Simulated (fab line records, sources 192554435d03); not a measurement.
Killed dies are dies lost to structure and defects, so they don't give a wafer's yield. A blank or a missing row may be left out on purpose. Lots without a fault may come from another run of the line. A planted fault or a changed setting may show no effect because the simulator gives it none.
Chamber matching | flow n5_finfet | N5_BEOL_M13_ETCH_59 on rie_diel-06: 4 sister chambers
The step etches BARC in N2/H2, target depth 89 nm, overetch 26.7 nm, time 67.9 s. 8 wafers are shown with their chamber, then 8 later ones without.

WAFERS WITH THEIR CHAMBER
wafer  | chamber | drypump_motor_current_A (A) | showerhead_plenum_p_Torr (Torr)
L084.5 | 3       | 5.2                         | 2.56
L092.2 | 0       | 6.5                         | 2.60
L092.3 | 2       | 6.4                         | 2.42
L092.4 | 1       | 5.2                         | 2.59
L091.1 | 2       | 6.4                         | 2.41
L091.3 | 1       | 5.2                         | 2.58
L091.4 | 3       | 5.2                         | 2.55
L097.1 | 0       | 6.4                         | 2.59

WAFERS WITHOUT THEIR CHAMBER
wafer  | drypump_motor_current_A (A) | showerhead_plenum_p_Torr (Torr)
L097.2 | 6.4                         | 2.41
L097.6 | 5.2                         | 2.55
L096.1 | 6.4                         | 2.41
L096.3 | 5.2                         | 2.58
L096.6 | 6.4                         | 2.59
L094.1 | 6.4                         | 2.59
L094.2 | 6.5                         | 2.41
L094.6 | 5.2                         | 2.58

WHICH CHAMBER EACH WENT THROUGH
wafer  | from the rows above | in truth
L097.2 | 2                   | 2
L097.6 | 3                   | 3
L096.1 | 2                   | 2
L096.3 | 1                   | 1
L096.6 | 0                   | 0
L094.1 | 0                   | 0
L094.2 | 2                   | 2
L094.6 | 1                   | 1
Placed correctly: 8 of 8. Can't be placed from these rows: 0. Placed wrongly: 0.
How it was worked out, from the rows above alone: a wafer's distance from a chamber is the root of the sum, over the readings, of the square of ((its reading less the chamber's mean) divided by the reading's scatter). The wafer belongs to the nearest chamber; if the next one is less than 2 further off, it can't be placed. A chamber's mean is the mean of its shown wafers. The scatter: the root of (the sum of the squares of (reading less its chamber's mean) over the shown wafers, divided by (wafers less chambers)).
